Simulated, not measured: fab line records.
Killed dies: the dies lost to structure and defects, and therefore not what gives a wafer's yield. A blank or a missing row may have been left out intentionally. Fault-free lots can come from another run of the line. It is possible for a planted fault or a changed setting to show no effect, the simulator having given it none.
Matching of chambers / flow nand_harc / pecvd-01 running NHARC_A_SGD_CUT_DEP_00: 3 sister chambers
The step deposits SiNx, target thk 50 nm. 3 wafers are shown with their chamber, then 10 later ones without.

== EACH WAFER AND ITS CHAMBER ==
wafer=L085.6; chamber=1; heater_power_w (W)=605
wafer=L090.1; chamber=2; heater_power_w (W)=579
wafer=L090.4; chamber=0; heater_power_w (W)=727

== WAFERS MISSING THEIR CHAMBER ==
wafer=L090.5; heater_power_w (W)=584
wafer=L093.2; heater_power_w (W)=591
wafer=L093.3; heater_power_w (W)=701
wafer=L093.6; heater_power_w (W)=574
wafer=L095.2; heater_power_w (W)=585
wafer=L095.3; heater_power_w (W)=618
wafer=L095.6; heater_power_w (W)=589
wafer=L097.3; heater_power_w (W)=612
wafer=L097.4; heater_power_w (W)=627
wafer=L097.6; heater_power_w (W)=621

== EACH ONE'S CHAMBER ==
wafer=L090.5; from the rows above=can't be placed: 2 or 1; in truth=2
wafer=L093.2; from the rows above=can't be placed: 2 or 1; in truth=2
wafer=L093.3; from the rows above=0; in truth=0
wafer=L093.6; from the rows above=can't be placed: 2 or 1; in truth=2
wafer=L095.2; from the rows above=can't be placed: 2 or 1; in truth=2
wafer=L095.3; from the rows above=can't be placed: 1 or 2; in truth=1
wafer=L095.6; from the rows above=can't be placed: 2 or 1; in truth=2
wafer=L097.3; from the rows above=can't be placed: 1 or 2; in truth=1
wafer=L097.4; from the rows above=can't be placed: 1 or 2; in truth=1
wafer=L097.6; from the rows above=can't be placed: 1 or 2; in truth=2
1 of 10 placed correctly. Can't be placed from these rows: 9 (the true chamber is among the candidates in 9). Wrongly placed: 0.
How it was worked out, from the rows above alone: a wafer's distance from a chamber is the root of the sum, over the readings, of the square of ((its reading less the chamber's mean) divided by the reading's scatter). The wafer belongs to the nearest chamber; if the next one is less than 2 further off, it can't be placed. For every chamber, the mean is computed from those of its wafers that are shown. The scatter: root of mean squared gap, hidden wafer to nearest shown wafer, with one shown wafer a chamber.
